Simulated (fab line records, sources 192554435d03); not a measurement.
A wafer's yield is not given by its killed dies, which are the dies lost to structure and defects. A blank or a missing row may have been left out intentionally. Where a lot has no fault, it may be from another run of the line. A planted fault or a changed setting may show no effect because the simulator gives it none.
Struck lot and sound lot, side by side / flow n5Finfet / 16 steps out of a route of 1938
Sound: these wafers, L118.3, L118.5. Struck: wafer L136.4; the same lot's L136.1 was not struck, so it is left out; see the end for the cause.
Per side, at each step with rows, come the tool, then ch with its chambers, and then its first start. Under that, the readings that differ: sound wafers / struck wafers / difference of the means / sigmas: that difference in standard deviations of wafers without a fault.
alike: readings whose means differ by less than 2 such deviations, and words and numbers that are the same on both sides. not compared: withheld readings, readings that some wafer has no value for, bounds like >300 that may hide the same value, and numbers for which the record gives no deviation and whose values overlap.
Wherever a step has rows on one side only, a row that says differs or no value, or a row with sigmas, the two part there. When numbers do not overlap yet have no deviation, they are printed without sigmas and do not part them. A reading that every wafer of one side lacks parts them only if that side has two wafers or more.

first, 8 steps without rows for these wafers: N5_MOL_CONTACT_COAG_COAT_63 (time 60 s, resist thk 10 nm); N5_MOL_CONTACT_COAG_COAT_64 (time 60 s, resist thk 10 nm); N5_MOL_CONTACT_COAG_COAT_34 (resist thk 40 nm); N5_MOL_CONTACT_COAG_EBR_36; N5_MOL_CONTACT_COAG_SOFTBAKE_35 (time 60 s); N5_MOL_CONTACT_COAG_EXPOSE_37 (exposes mask VD, defocus 0 nm); N5_MOL_CONTACT_COAG_PEB_38 (peb time 60 s); N5_MOL_CONTACT_COAG_DEVELOP_39 (develop time 30 s).
N5_MOL_CONTACT_COAG_CD_MEAS_40: target cd 25.1 nm.
  sound on cdSem-03 ch 0, day 5 18:38; struck on cdSem-01 ch 0, day 10 05:17
  alike: cdNm
N5_MOL_CONTACT_COAG_OVL_MEAS_41:
  sound on overlay-01 ch 0, day 5 18:40; struck on overlay-01 ch 0, day 10 05:19
  alike: VD_OVL
N5_MOL_CONTACT_COAG_INSPECT_42: inspects for defects (brightfield).
  sound on defectInspect-02 at day 5 18:43; struck on defectInspect-02 at day 10 05:23
  alike: rawDefectCount
N5_MOL_CONTACT_COAG_DESCUM_45: chemistry O2, time 7 s.
  sound on rieDiel-04 ch 1, day 5 18:45; struck on rieDiel-05 ch 1, day 10 05:25
reading=oesProductAu (a.u.); sound=0.69 0.69; struck=0.97; difference=+0.28; sigmas=+3
  alike: drypumpMotorCurrentA, rfVppV, showerheadPlenumPTorr, tempC, throttleValvePct
  not compared: rfHoursCounterH
N5_MOL_CONTACT_COAG_ETCH_65: etches underlayer in N2/H2, target depth 13 nm, time 10.4 s.
  sound on rieDiel-04 ch 1, day 5 18:47; struck on rieDiel-05 ch 1, day 10 05:27
reading=etchRfOnTimeS (s); sound=10.4 10.5; struck=19.7; difference=+9.2; sigmas=+24
  alike: drypumpMotorCurrentA, oesProductAu, rfVppV, showerheadPlenumPTorr, throttleValvePct
  not compared: rfHoursCounterH
N5_MOL_CONTACT_COAG_ETCH_66: etches SiARC in CF4, target depth 13 nm, time 21.7 s.
  sound on rieDiel-04 ch 1, day 5 18:49; struck on rieDiel-05 ch 1, day 10 05:28
reading=oesProductAu (a.u.); sound=0.61 0.62; struck=0.85; difference=+0.23; sigmas=+3
reading=throttleValvePct (%); sound=15.96 15.97; struck=15.42; difference=-0.54; sigmas=-2
  alike: drypumpMotorCurrentA, etchRfOnTimeS, rfVppV, showerheadPlenumPTorr
  not compared: rfHoursCounterH
-- the record jumps here: 3 days lie between the struck wafers' starts before and after (it left off in module MOL_CONTACT_COAG and takes up again in module BEOL_M4, whose first step shown is number 1111 of the route) --
N5_BEOL_M4_RC_MEAS_101:
  sound on prober-01 ch 0, day 8 05:52; struck on prober-01 ch 0, day 13 02:29
reading=IOFF_P (nA/um); sound=0.19 0.14; struck=0.26; difference=+0.10; sigmas=+2
reading=ION_N (uA/um); sound=675 653; struck=697; difference=+33; sigmas=+2
reading=ION_P (uA/um); sound=468 448; struck=478; difference=+20; sigmas=+2
reading=VT_N (mV); sound=253 257; struck=245; difference=-10; sigmas=-3
reading=VT_P (mV); sound=-253 -257; struck=-246; difference=+9; sigmas=+3
  alike: DIBL_N, DIBL_P, IOFF_N, SS_N, SS_P
-- the record jumps here: 4 days lie between the struck wafers' starts before and after (it left off in module BEOL_M4 and takes up again in module PASSIVATION, whose first step shown is number 1936 of the route) --
N5_PASSIVATION_PROBE_49:
  only the struck wafers here have rows in the record (prober-02, day 17 09:56); the sound ones have none

## WHERE THEY PART
Earliest at N5_MOL_CONTACT_COAG_DESCUM_45; latest, in this record, at N5_PASSIVATION_PROBE_49.

WHY: whatever the simulator had introduced
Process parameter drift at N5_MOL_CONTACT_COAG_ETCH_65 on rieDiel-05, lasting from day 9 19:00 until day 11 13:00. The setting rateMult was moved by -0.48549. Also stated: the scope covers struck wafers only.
